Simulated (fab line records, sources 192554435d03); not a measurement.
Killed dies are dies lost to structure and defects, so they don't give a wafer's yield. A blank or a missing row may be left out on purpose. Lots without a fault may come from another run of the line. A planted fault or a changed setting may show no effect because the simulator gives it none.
A struck lot beside a sound one | flow n5_finfet | 15 steps out of a route of 1938
Sound: wafers L111.1, L111.2, L111.5. Struck: wafer L100.2. (L100.1 of the same lot was not struck and is left out.) The cause comes at the end.
At each step with rows: each side's tool, then ch and its chambers, then its first start. Under that, the readings that differ: sound wafers | struck wafers | difference of the means | sigmas: that difference in standard deviations of wafers without a fault.
alike: readings whose means differ by less than 2 such deviations, and words and numbers that are the same on both sides. not compared: withheld readings, readings that some wafer has no value for, bounds like >300 that may hide the same value, and numbers for which the record gives no deviation and whose values overlap.
The two part at a step that has a row with sigmas, a row that says differs or no value, or rows on one side only. Numbers that don't overlap but have no deviation are shown without sigmas and don't part them. A reading that every wafer of one side lacks parts them only if that side has two wafers or more.

N5_BEOL_M2_STRIP_36: strips in N2/H2.
  sound on rie_diel-04 ch 0,1,3, day 12 06:59; struck on rie_diel-02 ch 0, day 9 06:35
  alike: bias_power_w, drypump_motor_current_A, oes_product_au, rf_vpp_V, showerhead_plenum_p_Torr, throttle_valve_pct
  not compared: rf_hours_counter_h
then, 1 step without rows for these wafers: N5_BEOL_M2_TRENCH_ETCH_37 (etches SiOC in C4F6/O2, target depth 55.555 nm, time 29.2 s).
N5_BEOL_M2_ETCH_41: etches SiCN in CH3F/O2, target depth 29.9 nm, time 52.5 s.
  sound on rie_diel-04 ch 0,1,3; struck on rie_diel-02 ch 0
  reading            | sound             | struck | difference | sigmas
  mfc_ar_sccm (sccm) | 149.6 149.3 150.9 | 151.2  | +1.3       | +3
  alike: CH3F_flow_sccm, drypump_motor_current_A, oes_product_au, rf_vpp_V, showerhead_plenum_p_Torr, throttle_valve_pct
  not compared: rf_hours_counter_h
N5_BEOL_M2_STRIP_97: strips in N2/H2, time 10 s.
  sound on rie_diel-04 ch 0,1,3; struck on rie_diel-02 ch 0
  alike: bias_power_w, drypump_motor_current_A, oes_product_au, rf_vpp_V, showerhead_plenum_p_Torr, throttle_valve_pct
  not compared: rf_hours_counter_h
N5_BEOL_M2_OCD_MEAS_38:
  sound on ocd-02, day 12 07:11; struck on ocd-02, day 9 06:47
  alike: trench_depth_nm
then, 4 steps without rows for these wafers: N5_BEOL_M2_HM_STRIP_39 (strips TiN in peroxide tin strip, target depth 25 nm, time 158 s); N5_BEOL_M2_SRD_40 (time 30 s); N5_BEOL_M2_PRECLEAN_42 (cleans in residue remover, time 60 s); N5_BEOL_M2_SRD_43 (time 30 s).
N5_BEOL_M2_CD_MEAS_35: target cd 18 nm, target cd y 22.2 nm.
  sound on cd_sem-02, day 12 07:20; struck on cd_sem-03, day 9 06:56
  alike: cd_nm
N5_BEOL_M2_DEGAS_44: time 60 s.
  sound on pvd_sputter-03, day 12 07:58; struck on pvd_sputter-01, day 9 07:12
  alike: heater_power_w
then, 1 step without rows for these wafers: N5_BEOL_M2_PRE_CLEAN_45 (time 30 s).
N5_BEOL_M2_ALD_84: deposits TaN, pulse time 2 s, purge time 3 s, co reactant purge time 2 s.
  sound on ald_metal-04 ch 0,2,3, day 12 08:04; struck on ald_metal-02 ch 0, day 9 07:26
  reading          | sound | struck | difference | sigmas
  pulse_time_s (s) | 2 2 2 | 1.8217 | -0.1783    |
  alike: heater_power_w
N5_BEOL_M2_SURFACE_TREAT_85:
  sound on pvd_sputter-03, day 12 08:32; struck on pvd_sputter-02, day 9 07:44
  not compared: throttle_valve_pct
N5_BEOL_M4_RC_MEAS_101:
  sound on prober-02 ch 0, day 13 08:58; struck on prober-01 ch 0, day 10 22:28
  alike: DIBL_N, DIBL_P, IOFF_N, IOFF_P, ION_N, ION_P, SS_N, SS_P, VT_N, VT_P

WHERE THEY PART
Only at N5_BEOL_M2_ETCH_41, within this record. Later steps at which nothing parts them and some readings are alike: N5_BEOL_M2_STRIP_97, N5_BEOL_M2_OCD_MEAS_38, N5_BEOL_M2_CD_MEAS_35, N5_BEOL_M2_DEGAS_44, N5_BEOL_M2_ALD_84, N5_BEOL_M4_RC_MEAS_101.

WHY: what the simulator had put in
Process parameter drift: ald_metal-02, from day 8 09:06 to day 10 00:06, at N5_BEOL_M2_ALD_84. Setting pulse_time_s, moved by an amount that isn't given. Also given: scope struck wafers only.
